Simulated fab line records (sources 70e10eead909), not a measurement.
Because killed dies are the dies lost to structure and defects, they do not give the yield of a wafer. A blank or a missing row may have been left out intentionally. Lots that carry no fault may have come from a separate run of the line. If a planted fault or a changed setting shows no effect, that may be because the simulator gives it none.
fab line records -- flow nand-harc
record: lots: 6, wafers: 18, last-day: 25
route steps=1159 shown A_WL_FILL@830 A_CONTACT@840 END@1159
lots with no fault: from the same line, run without faults
start-h: hours from the record's opening day to when the first of the lot's shown wafers began -- wait-h: hours from the lot's prior step to this one -- " the same as in the row above -- L1.1+2: several wafers, shown together as one row -- - value missing, or start not given -- * or withheld: withheld -- < > ~ a bound
route shown NAME@n: names a module that has steps shown in the file, with the first one's number in the route -- usual: mean/standard deviation taken from wafers without a fault -- same: alike in all rows -- chamber/n: place in a boat -- sites: each site's reading -- _std_site: standard deviation of those values -- _edge_site: the outer-site mean with the inner-site mean subtracted -- radius-mm: how far each site lies from the wafer's centre -- mask NAME#n: copy n -- behind: tool/chamber where the wafer was last shaped -- hold: why the lot went on hold/how many hours it stayed there/how the hold came to an end -- device: names the non-switching transistor (n, p or np) -- end of line: the tests these same wafers got at the end of their route -- for a step that has no rows: nothing shown but its recipe -- killed: dies lost to structure and defects at the first sort, not the wafer's yield -- map: the dies of a wafer, with x for killed, . for not killed, _ for no die there
set.NAME: the setting that was run; set.NAME@STEP: the one run at that earlier step -- model.NAME: the simulator's own value behind a step, which no gauge read
lots at some steps of the route; a table a step, a row a wafer
services: a tool's chamber out of use, with start hour (start-h, from the record's first day; less than 0 if before it), hours out, and reason
== steps ==
step: NHARC_A_WL_FILL_PRECLEAN_30
recipe: time-s: 10, chemistry: dHF
step: NHARC_A_WL_FILL_SRD_14
step: NHARC_A_WL_FILL_ALD_19
recipe: target-thk-a: 20, pulse-time-s: 3, ald-cycles: 100, temp-c: 450, material: TiN
step: NHARC_A_WL_FILL_CVD_20
recipe: target-thk-a: 750, temp-c: 300, pressure-torr: 40, wf6-flow-sccm: 40, h2-flow-sccm: 1600, ar-flow-sccm: 1560, time-s: 5064, material: W
usual: chamber-pressure-Torr: 40.00/0.085, heater-power-w: 479/28, throttle-valve-pct: 8.00/0.2
lot.wafer,tool,chamber,start-h,wait-h,chamber-pressure-Torr,heater-power-w,since-wet-clean-h,throttle-valve-pct
L264.2,cvd-w-02,1,-,-,39.86,445,141,8.42
L264.3,cvd-w-02,0,-,-,39.93,512,-,8.10
L264.6,cvd-w-02,1,-,-,39.97,448,-,8.12
L271.2,cvd-w-01,0,-,-,40.04,462,88,7.59
L271.3,cvd-w-01,1,-,-,40.04,517,-,8.12
L271.5,cvd-w-01,0,-,-,39.98,490,-,8.00
L278.1,cvd-w-02,0,-,-,40.08,477,53,8.34
L278.2,cvd-w-02,1,-,-,40.11,434,53,8.04
L278.6,cvd-w-02,1,-,-,39.95,452,-,8.04
L281.1,cvd-w-01,1,-,-,40.08,511,146,8.28
L281.3,cvd-w-01,0,-,-,40.19,498,-,7.62
L281.5,cvd-w-01,0,-,-,40.12,491,-,7.75
L287.2,cvd-w-01,1,-,-,39.97,502,4,8.28
L287.1,cvd-w-01,0,-,-,39.94,499,4,7.82
L287.5,cvd-w-01,1,-,-,40.00,502,-,7.93
L286.1,cvd-w-01,1,-,-,40.04,512,9,7.87
L286.2,cvd-w-01,0,-,-,39.94,492,10,7.68
L286.6,cvd-w-01,1,-,-,40.01,504,-,8.05
step: NHARC_A_WL_FILL_CMP_12
recipe: t-overpolish-s: 30, target-thk-nm: 75
usual: motor-current-A: 12.4/1.4, overpolish-run-s: 30.000/0.009, retaining-ring-pressure-frac: 1.000/0.0049, time-to-endpoint-s: 15.6/1.9
lot.wafer,tool,chamber,start-h,wait-h,motor-current-A,overpolish-run-s,retaining-ring-pressure-frac,time-to-endpoint-s
L264.2,cmp-02,0,359.28,4.3,13.8,29.998,0.999,14.9
L264.3,cmp-02,2,359.28,4.3,12.6,29.985,1.006,16.9
L264.6,cmp-02,0,359.28,4.3,14.1,30.021,1.003,16.7
L271.3,cmp-01,0,400.74,2.2,14.5,29.991,0.993,16.4
L271.2,cmp-01,1,400.74,2.2,12.2,29.995,0.994,17.5
L271.5,cmp-01,2,400.74,2.2,13.4,30.011,0.992,20.0
L278.1,cmp-04,0,452.80,4.3,12.6,30.001,0.998,18.1
L278.2,cmp-04,1,452.80,4.3,14.0,30.002,0.998,14.5
L278.6,cmp-04,2,452.80,4.3,11.5,29.981,0.989,17.3
L281.1,cmp-01,2,458.04,3.6,12.8,29.990,1.008,14.8
L281.3,cmp-01,3,458.04,3.6,10.5,30.003,1.007,13.5
L281.5,cmp-01,2,458.04,3.6,13.2,30.003,1.003,17.5
L287.2,cmp-01,2,501.49,4.3,13.8,29.994,0.996,16.2
L287.1,cmp-01,3,501.49,4.3,10.8,29.998,0.999,17.1
L287.5,cmp-01,0,501.49,4.3,14.7,30.017,0.998,16.1
L286.2,cmp-01,0,507.06,3.6,14.9,30.014,0.994,18.6
L286.1,cmp-01,2,507.06,3.6,13.5,30.010,0.994,15.7
L286.6,cmp-01,0,507.06,3.6,14.6,30.009,0.996,16.5
step: NHARC_A_WL_FILL_SRD_31
step: NHARC_A_WL_FILL_INSPECT_15
usual: raw-defect-count: 407/150
lot.wafer,tool,chamber,start-h,wait-h,raw-defect-count
L264.2,defect-inspect-01,-,359.75,0.0,416
L264.3,defect-inspect-01,-,359.75,0.0,511
L264.6,defect-inspect-01,-,359.75,0.0,282
L271.2,defect-inspect-02,-,401.15,0.0,290
L271.3,defect-inspect-02,-,401.15,0.0,301
L271.5,defect-inspect-02,-,401.15,0.0,324
L278.1,defect-inspect-01,-,453.24,0.0,476
L278.2,defect-inspect-01,-,453.24,0.0,459
L278.6,defect-inspect-01,-,453.24,0.0,482
L281.1,defect-inspect-01,-,458.54,0.0,441
L281.3,defect-inspect-01,-,458.54,0.0,652
L281.5,defect-inspect-01,-,458.54,0.0,433
L287.1,defect-inspect-02,-,501.98,0.0,391
L287.2,defect-inspect-02,-,501.98,0.0,308
L287.5,defect-inspect-02,-,501.98,0.0,375
L286.1,defect-inspect-02,-,507.54,0.0,423
L286.2,defect-inspect-02,-,507.54,0.0,297
L286.6,defect-inspect-02,-,507.54,0.0,359
step: NHARC_A_CONTACT_DEP_24
recipe: target-thk-a: 5000, temp-c: 400, pressure-torr: 6.5, rf-w: 900, teos-flow-sccm: 161.4, flow-sccm: 2650, target-thk-nm: 500, gas: O2, material: SiO2
usual: chamber-pressure-Torr: 6.500/0.014, flow-sccm: 2651/8.6, heater-power-w: 548/130, rf-fwd-power-W: 898.3/2.7, throttle-valve-pct: 16.2/0.43
lot.wafer,tool,chamber,start-h,wait-h,chamber-pressure-Torr,flow-sccm,heater-power-w,rf-fwd-power-W,since-wet-clean-h,throttle-valve-pct
L264.3,pecvd-03,0,360.13,0.4,6.524,2662,594,896.4,55,16.2
L264.2,pecvd-03,1,360.13,0.4,6.488,2645,396,897.1,55,15.8
L264.6,pecvd-03,0,360.13,0.4,6.498,2651,632,897.7,-,16.5
L271.2,pecvd-03,2,401.28,0.1,6.502,2656,410,899.9,96,16.2
L271.3,pecvd-03,0,401.28,0.1,6.489,2639,604,894.6,96,16.6
L271.5,pecvd-03,1,401.28,0.1,6.501,2653,454,900.5,-,16.1
L278.1,pecvd-03,0,453.37,0.1,6.492,2665,645,896.0,148,16.4
L278.2,pecvd-03,1,453.37,0.1,6.494,2658,515,898.0,148,16.1
L278.6,pecvd-03,2,453.37,0.1,6.505,2654,438,896.5,-,16.3
L281.1,pecvd-02,2,458.60,0.1,6.509,2653,677,901.1,111,16.4
L281.3,pecvd-02,1,458.60,0.1,6.512,2661,512,894.6,112,16.1
L281.5,pecvd-02,1,458.60,0.1,6.494,2653,540,899.7,-,16.4
L287.1,pecvd-04,2,502.05,0.1,6.525,2656,465,902.4,113,16.8
L287.2,pecvd-04,0,502.05,0.1,6.515,2653,517,895.4,113,15.3
L287.5,pecvd-04,2,502.05,0.1,6.527,2639,488,902.1,-,16.9
L286.1,pecvd-02,0,507.61,0.1,6.507,2646,583,896.9,160,16.3
L286.2,pecvd-02,1,507.61,0.1,6.499,2644,540,900.9,160,16.6
L286.6,pecvd-02,1,507.61,0.1,6.485,2646,565,901.2,-,16.2
step: NHARC_A_CONTACT_DEP_28
recipe: target-thk-a: 36000, temp-c: 400, material: aC
usual: throttle-valve-pct: 34.999/0.0084
lot.wafer,tool,chamber,start-h,wait-h,throttle-valve-pct
L264.2,acl-dep-01,0,361.13,0.5,34.987
L264.3,acl-dep-01,0,361.13,0.5,34.986
L264.6,acl-dep-01,0,362.58,2.0,34.995
L271.2,acl-dep-02,0,402.20,0.4,34.987
L271.3,acl-dep-02,0,402.20,0.4,35.002
L271.5,acl-dep-02,0,402.20,0.4,34.994
L278.1,acl-dep-02,0,453.91,0.1,34.993
L278.2,acl-dep-02,0,453.91,0.1,34.979
L278.6,acl-dep-02,0,455.74,1.9,35.001
L281.1,acl-dep-02,0,463.66,4.5,35.013
L281.3,acl-dep-02,0,463.66,4.5,35.014
L281.5,acl-dep-02,0,463.66,4.5,34.992
L287.1,acl-dep-03,0,502.65,0.1,34.997
L287.2,acl-dep-03,0,502.65,0.1,35.005
L287.5,acl-dep-03,0,504.12,1.5,35.004
L286.1,acl-dep-03,0,508.67,0.5,34.997
L286.2,acl-dep-03,0,508.67,0.5,34.979
L286.6,acl-dep-03,0,510.53,2.4,34.997
step: NHARC_A_CONTACT_DEP_29
recipe: target-thk-a: 700, target-thk-nm: 70, temp-c: 400, pressure-torr: 3.5, flow-sccm: 200, rf-w: 350, material: SiON
usual: chamber-pressure-Torr: 3.500/0.007, heater-power-w: 747/130, rf-fwd-power-W: 348.3/1.1
lot.wafer,tool,chamber,start-h,wait-h,chamber-pressure-Torr,heater-power-w,rf-fwd-power-W,since-wet-clean-h
L264.2,pecvd-04,2,363.00,1.5,3.505,615,348.0,155
L264.3,pecvd-04,0,363.00,1.5,3.495,661,348.1,155
L264.6,pecvd-04,2,363.00,1.5,3.498,600,349.0,-
L271.2,pecvd-04,2,404.13,1.6,3.510,662,349.4,15
L271.3,pecvd-04,0,404.13,1.6,3.501,714,348.3,15
L271.5,pecvd-04,0,404.13,1.6,3.493,745,348.0,-
L278.1,pecvd-03,0,456.13,1.9,3.498,744,347.1,151
L278.2,pecvd-03,1,456.13,1.9,3.501,630,349.5,151
L278.6,pecvd-03,1,456.13,1.9,3.514,628,349.3,-
L281.3,pecvd-02,2,465.85,1.1,3.499,1061,346.5,119
L281.1,pecvd-02,0,465.85,1.1,3.496,713,348.8,119
L281.5,pecvd-02,0,465.85,1.1,3.502,723,348.1,-
L287.2,pecvd-04,0,504.91,1.5,3.497,676,349.0,116
L287.1,pecvd-04,1,504.91,1.5,3.498,923,349.4,116
L287.5,pecvd-04,0,504.91,1.5,3.489,674,347.0,-
L286.2,pecvd-02,1,510.95,1.5,3.494,721,350.3,164
L286.1,pecvd-02,0,510.95,1.5,3.500,677,347.7,164
L286.6,pecvd-02,0,510.95,1.5,3.487,681,349.7,-
step: NHARC_A_CONTACT_DEHYDRATE_32
recipe: temp-c: 150, time-s: 120
step: NHARC_A_CONTACT_HMDS_33
recipe: time-s: 30
step: NHARC_A_CONTACT_COAT_34
recipe: temp-c: 260, time-s: 75
step: NHARC_A_CONTACT_COAT_35
recipe: temp-c: 225, time-s: 65
step: NHARC_A_CONTACT_COAT_36
recipe: spin-rpm: 1500, resist-thk-nm: 90
step: NHARC_A_CONTACT_SOFTBAKE_37
recipe: temp-c: 105, time-s: 55
step: NHARC_A_CONTACT_EBR_38
step: NHARC_A_CONTACT_EXPOSE_39
recipe: na: 1.35, sigma-outer: 0.8, dose-mj: 58.79, mask-id: A_CC_3
step: NHARC_A_CONTACT_PEB_40
recipe: peb-temp-c: 100, peb-time-s: 65
step: NHARC_A_CONTACT_DEVELOP_41
recipe: develop-time-s: 35, dev-temp-c: 23
step: NHARC_A_CONTACT_CD_MEAS_42
recipe: target-cd-nm: 200, landing-energy-ev: 500
usual: cd-nm: 200.0/0.42
lot.wafer,tool,chamber,start-h,wait-h,cd-nm
L264.2,cd-sem-02,0,363.69,-,199.7
L264.3,cd-sem-02,0,363.69,-,200.0
L264.6,cd-sem-02,0,363.69,-,199.7
L271.2,cd-sem-01,0,404.70,-,199.9
L271.3,cd-sem-01,0,404.70,-,199.8
L271.5,cd-sem-01,0,404.70,-,199.9
L278.1,cd-sem-01,0,456.86,-,199.9
L278.2,cd-sem-01,0,456.86,-,199.3
L278.6,cd-sem-01,0,456.86,-,199.1
L281.1,cd-sem-01,0,466.60,-,200.7
L281.3,cd-sem-01,0,466.60,-,199.8
L281.5,cd-sem-01,0,466.60,-,200.4
L287.1,cd-sem-01,0,505.64,-,200.2
L287.2,cd-sem-01,0,505.64,-,200.8
L287.5,cd-sem-01,0,505.64,-,200.3
L286.1,cd-sem-03,0,511.67,-,199.7
L286.2,cd-sem-03,0,511.67,-,200.1
L286.6,cd-sem-03,0,511.67,-,199.0
step: NHARC_A_CONTACT_OVL_MEAS_43
usual: overlay-x-nm: -0.2/0.66, overlay-y-nm: 0.2/0.86
lot.wafer,tool,chamber,start-h,wait-h,overlay-x-nm,overlay-y-nm
L264.2,overlay-01,-,363.78,-,-0.2,0.9
L264.3,overlay-01,-,363.78,-,-0.5,1.3
L264.6,overlay-01,-,363.78,-,-0.8,0.7
L271.2,overlay-01,-,404.78,-,-0.1,-1.0
L271.3,overlay-01,-,404.78,-,-0.7,-1.2
L271.5,overlay-01,-,404.78,-,0.2,-0.7
L278.1,overlay-02,-,456.95,-,-0.2,0.4
L278.2,overlay-02,-,456.95,-,0.1,0.1
L278.6,overlay-02,-,456.95,-,-0.6,0.0
L281.1,overlay-01,-,466.68,-,-1.1,-1.6
L281.3,overlay-01,-,466.68,-,-1.1,-1.7
L281.5,overlay-01,-,466.68,-,-0.6,-2.0
L287.1,overlay-02,-,505.72,-,-0.3,0.3
L287.2,overlay-02,-,505.72,-,0.1,0.0
L287.5,overlay-02,-,505.72,-,-0.4,-0.1
L286.1,overlay-02,-,511.75,-,0.2,-0.1
L286.2,overlay-02,-,511.75,-,-0.1,-0.1
L286.6,overlay-02,-,511.75,-,0.1,0.0
step: NHARC_A_CONTACT_INSPECT_44
usual: raw-defect-count: 26/14
lot.wafer,tool,chamber,start-h,wait-h,raw-defect-count
L264.2,defect-inspect-02,-,363.82,0.0,15
L264.3,defect-inspect-02,-,363.82,0.0,14
L264.6,defect-inspect-02,-,363.82,0.0,11
L271.2,defect-inspect-01,-,404.82,0.0,19
L271.3,defect-inspect-01,-,404.82,0.0,8
L271.5,defect-inspect-01,-,404.82,0.0,11
L278.1,defect-inspect-02,-,456.99,0.0,345
L278.2,defect-inspect-02,-,456.99,0.0,340
L278.6,defect-inspect-02,-,456.99,0.0,315
L281.1,defect-inspect-01,-,466.72,0.0,316
L281.3,defect-inspect-01,-,466.72,0.0,345
L281.5,defect-inspect-01,-,466.72,0.0,378
L287.1,defect-inspect-02,-,505.76,0.0,30
L287.2,defect-inspect-02,-,505.76,0.0,32
L287.5,defect-inspect-02,-,505.76,0.0,31
L286.1,defect-inspect-01,-,511.79,0.0,51
L286.2,defect-inspect-01,-,511.79,0.0,34
L286.6,defect-inspect-01,-,511.79,0.0,34
step: NHARC_A_CONTACT_DESCUM_47
recipe: time-s: 3, o2-flow-sccm: 200, ar-flow-sccm: 0, bias-power-w: 0, chemistry: O2
usual: drypump-motor-current-A: 5.3/0.49, oes-product-au: 0.999/0.0065, rf-vpp-V: 57.8/0.97, showerhead-plenum-p-Torr: 1.92/0.083, throttle-valve-pct: 11.311/0.0091
lot.wafer,tool,chamber,start-h,wait-h,drypump-motor-current-A,oes-product-au,rf-hours-counter-h,rf-vpp-V,showerhead-plenum-p-Torr,throttle-valve-pct
L264.2,rie-diel-07,0,363.88,0.1,5.3,1.007,26,57.4,1.97,11.306
L264.3,rie-diel-07,1,363.88,0.1,5.0,1.003,25,58.3,2.00,11.309
L264.6,rie-diel-07,1,363.88,0.1,5.0,1.004,-,57.6,2.00,11.323
L271.2,rie-diel-07,2,404.88,0.1,5.0,1.000,34,58.0,1.96,11.306
L271.3,rie-diel-07,0,404.88,0.1,5.3,0.988,34,59.7,1.97,11.324
L271.5,rie-diel-07,2,404.88,0.1,5.0,1.005,-,59.9,1.96,11.312
L278.1,rie-diel-08,3,457.05,0.1,5.5,1.004,58,56.1,1.76,11.301
L278.2,rie-diel-08,2,457.05,0.1,5.2,1.016,58,57.1,2.03,11.324
L278.6,rie-diel-08,3,457.05,0.1,5.5,0.999,-,56.5,1.76,11.329
L281.3,rie-diel-07,2,466.79,0.1,4.9,1.003,10,57.7,1.96,11.320
L281.1,rie-diel-07,3,466.79,0.1,5.1,0.999,10,57.6,1.84,11.333
L281.5,rie-diel-07,1,466.79,0.1,5.0,0.995,-,58.4,1.99,11.311
L287.1,rie-diel-08,0,505.84,0.1,5.9,0.991,9,58.1,2.07,11.308
L287.2,rie-diel-08,1,505.84,0.1,6.4,1.016,9,56.2,1.83,11.317
L287.5,rie-diel-08,2,505.84,0.1,5.2,0.999,-,58.3,2.03,11.304
L286.2,rie-diel-08,0,511.92,0.1,5.9,0.992,10,58.2,2.07,11.311
L286.1,rie-diel-08,3,511.92,0.1,5.5,0.997,9,56.6,2.07,11.310
L286.6,rie-diel-08,1,511.92,0.1,6.4,1.008,-,57.4,1.83,11.297
step: NHARC_END_SORT_01
recipe: temp-c: 25
usual: killed-at-array: 27/11, killed-at-other: 0.7/0.93, killed-at-periphery: 2.9/1.9, killed-dies: 30/11, killed-open: 3.1/1.7, killed-short: 1.9/1.3
same: gross-dies: 677
lot.wafer,tool,chamber,start-h,wait-h,killed-at-array,killed-at-other,killed-at-periphery,killed-dies,killed-open,killed-short
L271.2,prober-02,0,476.16,2.9,26,4,4,34,2,1
L271.3,prober-02,0,476.97,3.2,12,1,4,17,2,2
L271.5,prober-02,0,478.59,3.8,15,3,2,20,3,2
L278.1,prober-01,0,534.43,2.4,65,1,5,71,3,2
L278.2,prober-01,0,535.22,2.7,80,3,2,85,5,2
L278.6,prober-01,0,538.38,4.0,59,0,3,62,1,2
L281.1,prober-02,0,549.70,2.5,89,0,2,91,7,2
L281.3,prober-02,0,551.28,3.1,78,2,2,82,4,3
L281.5,prober-02,0,552.86,3.7,71,0,2,73,4,1
L287.1,prober-02,0,575.31,2.5,28,0,7,35,6,3
L287.2,prober-02,0,576.10,2.8,30,0,7,37,5,1
L287.5,prober-02,0,578.48,3.7,26,0,3,29,2,0
killed by level:class
L271.2 A_CONTACT:chamber-film-flake=8 A_STAIRCASE:chamber-film-flake=7 A_BLC:chamber-film-flake=5 THIN_TSV:chamber-film-flake=4 A_CHANNEL_HOLE_D1:chamber-film-flake=3 A_WL_FILL:chamber-film-flake=2 P_CONTACT:geometric-particle:short=1 P_CONTACT:geometric-particle:open=1
L271.3 A_CONTACT:chamber-film-flake=4 A_BLC:chamber-film-flake=3 A_M1:geometric-particle:short=2 P_M1:chamber-film-flake=2 P_CONTACT:geometric-particle:open=1 A_BLC:geometric-particle:open=1 P_STI:chamber-film-flake=1 A_CHANNEL_HOLE_D1:chamber-film-flake=1
L271.5 A_BLC:chamber-film-flake=4 A_CHANNEL_HOLE_D1:chamber-film-flake=3 A_CONTACT:chamber-film-flake=3 THIN_TSV:chamber-film-flake=3 P_STI:geometric-particle:short=1 P_GATE:geometric-particle:open=1 A_CONTACT:geometric-particle:open=1 A_BLC:geometric-particle:short=1
L278.1 A_CONTACT:unspecified=39 A_CHANNEL_HOLE_D1:chamber-film-flake=18 A_CONTACT:chamber-film-flake=5 P_STI:chamber-film-flake=2 P_M0:geometric-particle:open=1 P_M0:geometric-particle:short=1 P_M2:geometric-particle:open=1 A_CHANNEL_FILL_D1:geometric-particle:open=1
L278.2 A_CONTACT:unspecified=46 A_CHANNEL_HOLE_D1:chamber-film-flake=21 A_CONTACT:chamber-film-flake=3 THIN_TSV:chamber-film-flake=3 A_CHANNEL_FILL_D1:geometric-particle:open=2 A_CHANNEL_FILL_D1:chamber-film-flake=2 P_STI:geometric-particle:short=1 P_CONTACT:geometric-particle:open=1
L278.6 A_CONTACT:unspecified=37 A_CHANNEL_HOLE_D1:chamber-film-flake=16 A_CONTACT:chamber-film-flake=5 P_GATE:geometric-particle:short=1 P_M0:geometric-particle:short=1 P_M1:geometric-particle:open=1 A_ZERO_WELL:chamber-film-flake=1
L281.1 A_CONTACT:unspecified=43 A_CHANNEL_HOLE_D1:chamber-film-flake=25 A_SLIT:chamber-film-flake=14 A_CONTACT:geometric-particle:open=3 P_STI:geometric-particle:open=1 P_GATE:geometric-particle:open=1 A_SOURCE_PLATE:geometric-particle:open=1 A_ONON_D1:geometric-particle:short=1
L281.3 A_CONTACT:unspecified=38 A_CHANNEL_HOLE_D1:chamber-film-flake=20 A_SLIT:chamber-film-flake=14 A_CHANNEL_FILL_D1:geometric-particle:short=3 THIN_TSV:chamber-film-flake=2 P_M1:geometric-particle:open=1 A_ONON_D1:geometric-particle:open=1 A_CHANNEL_HOLE_D1:geometric-particle:open=1
L281.5 A_CONTACT:unspecified=41 A_CHANNEL_HOLE_D1:chamber-film-flake=17 A_SLIT:chamber-film-flake=9 P_M0:geometric-particle:open=1 A_CHANNEL_FILL_D1:geometric-particle:short=1 A_CHANNEL_FILL_D1:geometric-particle:open=1 A_CONTACT:geometric-particle:open=1 A_BLC:geometric-particle:open=1
L287.1 A_SLIT:chamber-film-flake=14 A_CHANNEL_HOLE_D1:chamber-film-flake=5 P_GATE:chamber-film-flake=3 A_CONTACT:chamber-film-flake=3 A_WL_FILL:geometric-particle:open=2 P_CONTACT:geometric-particle:open=1 P_M0:geometric-particle:open=1 P_M1:geometric-particle:short=1
L287.2 A_SLIT:chamber-film-flake=17 A_CHANNEL_HOLE_D1:chamber-film-flake=6 P_GATE:chamber-film-flake=4 A_CONTACT:chamber-film-flake=3 P_M1:geometric-particle:open=2 A_BLC:geometric-particle:open=2 P_STI:geometric-particle:open=1 A_WL_FILL:geometric-particle:short=1
L287.5 A_SLIT:chamber-film-flake=13 A_CHANNEL_HOLE_D1:chamber-film-flake=5 A_BLC:geometric-particle:open=2 P_GATE:chamber-film-flake=2 A_CHANNEL_FILL_D1:chamber-film-flake=2 A_CONTACT:chamber-film-flake=2 P_STI:chamber-film-flake=1 A_ZERO_WELL:chamber-film-flake=1
map L278.2 (x killed, . not)
____________.____________
_________.x....._________
_______xxxxx......_______
______xxxxx........______
_____xxxxx.........._____
____xxxxx............____
____xxxxxxx..........____
___xxxxxx.............___
___xxxx...............___
__.x.xx..x.............__
__....x.x..............__
_...x................x.._
_......x................_
_x......x..............._
_................x......_
_.x.............x......._
.x.x.....................
xxx......................
xxx..........x...........
.xx...x..................
..xx............x.x....x.
_.xx...................._
_xxx.x.................._
_..x.........x.........._
_............x.........._
_..........x............_
__.........x...........__
__.x...................__
___..............x....___
___...................___
____.................____
____...x.x...........____
_____..............._____
______.............______
_______..........._______
_________.x....._________
____________.____________
map L281.1 (x killed, . not)
____________.____________
_________......._________
_______xxxx......._______
______xxxxx........______
_____xxxxx.........._____
____xxxxxx.......x...____
____xxxxx.x..........____
___xxxxxx.............___
___xxxxxxx........x...___
__..x.x.x..............__
__..x.x...x............__
_......................._
_.......x..............._
_......................._
_x..x......x............_
_x.x.....xxx......xx...._
..x.x.....xxxx...........
.xxx.......x..x..........
...xxxx...x..............
.x.x..x..................
....x.......x............
_xxx..................x._
_xxxx..................._
_..x...................._
_.....................x._
_..................x...._
__...........x.........__
__.....................__
___...................___
___...................___
____.................____
____.................____
_____..............._____
______.............______
_______..........._______
_________......._________
____________.____________
== services ==
tool,chamber,start-h,hours,kind
pecvd-02,-,334.28,13.0,pm
cmp-01,-,344.03,1.0,repair
rie-diel-07,3,346.18,2.7,repair
rie-diel-08,1,346.30,13.8,repair
acl-dep-02,-,348.57,13.0,pm
rie-diel-07,1,348.72,1.5,repair
pecvd-04,0,348.76,6.6,repair
cmp-01,-,375.50,4.0,pm
pecvd-04,-,376.10,13.0,pm
cvd-w-02,-,382.69,13.0,pm
rie-diel-07,-,405.27,9.0,pm
acl-dep-03,-,407.06,13.0,pm
pecvd-04,-,421.00,1.4,repair
rie-diel-08,0,433.33,29.2,repair
pecvd-03,-,442.50,0.2,repair
pecvd-04,-,448.93,0.4,repair
pecvd-02,0,471.69,7.4,repair
cvd-w-01,1,472.73,8.5,repair
pecvd-03,-,473.21,13.0,pm
cmp-01,-,473.50,4.0,pm
rie-diel-08,-,479.11,9.0,pm
cvd-w-01,-,480.46,13.0,pm
cvd-w-02,0,480.54,4.4,repair
pecvd-02,-,482.18,2.3,repair
== key ==
first-sign: step: NHARC_A_CONTACT_INSPECT_44, reading: raw-defect-count, direction: up, sigmas: 22, usual: 26, struck: 340
effect: step: NHARC_END_SORT_01, reading: killed-at-array, direction: up, sigmas: 4.3, usual: 27, struck: 74
more-kills-born-at: NHARC_A_CONTACT_DEP_28@acl-dep-02: 244
met-at NHARC_A_CONTACT_DEP_28
struck-wafers L278.1,L278.2,L278.6,L281.1,L281.3,L281.5
tester-left-out L278,L281
onset-between 402.20 453.91
fault: kind: chamber-particle-source, tool: acl-dep-02, chamber: -, onset-h: 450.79, steps: NHARC_A_CONTACT_DEP_28, rate-per-visit-cm2: 0.4482, end-h: 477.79
tester-left-out: of these lots the tester's yield and bins aren't shown, on N5 and GAA mostly nor the transistor test; their killed dies are dies lost to structure and defects alone, not to doping, threshold or leakage, so they don't give the yield
